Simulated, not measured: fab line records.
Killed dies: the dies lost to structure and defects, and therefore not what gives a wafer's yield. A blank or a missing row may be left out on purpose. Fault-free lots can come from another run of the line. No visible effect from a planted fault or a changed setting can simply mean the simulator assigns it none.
Matching of chambers | flow n5-finfet | rie-diel-02 running N5_MOL_CONTACT_COAG_DESCUM_88: 4 sister chambers
The step chemistry O2, time 7 s. 8 wafers are shown with their chamber, then 7 later ones without.

== WAFERS WITH THEIR CHAMBER ==
wafer  | chamber | showerhead-plenum-p-Torr (Torr) | oes-product-au (a.u.)
L079.4 | 3       | 2.13                            | 0.94
L081.2 | 1       | 2.15                            | 0.89
L081.5 | 2       | 2.16                            | 0.73
L090.1 | 0       | 1.98                            | 0.71
L090.2 | 2       | 2.15                            | 0.70
L090.3 | 3       | 2.12                            | 0.90
L090.4 | 1       | 2.15                            | 0.87
L090.5 | 0       | 1.98                            | 0.71

== WAFERS WITH NO CHAMBER GIVEN ==
wafer  | showerhead-plenum-p-Torr (Torr) | oes-product-au (a.u.)
L090.6 | 2.15                            | 0.87
L094.4 | 2.14                            | 0.85
L094.5 | 2.12                            | 0.88
L094.6 | 2.15                            | 0.70
L095.2 | 2.14                            | 0.84
L095.4 | 2.12                            | 0.87
L095.5 | 2.15                            | 0.71

== THE CHAMBER EACH PASSED THROUGH ==
wafer  | from the rows above | in truth
L090.6 | 1                   | 1
L094.4 | 1                   | 1
L094.5 | 3                   | 3
L094.6 | 2                   | 2
L095.2 | 1                   | 1
L095.4 | 3                   | 3
L095.5 | 2                   | 2
Correct placement for 7 of the 7. Can't be placed from these rows: 0. Wrongly placed: 0.
How it was worked out, from the rows above alone: a wafer's distance from a chamber is the root of the sum, over the readings, of the square of ((its reading less the chamber's mean) divided by the reading's scatter). If the next closest chamber is less than 2 further off than the closest, the wafer can't be placed; otherwise it belongs to the closest. Each chamber's mean is taken over the wafers shown for it. The scatter: take each reading less its chamber's mean, square it, sum over the shown wafers, divide by the number of wafers less the number of chambers, and take the root.
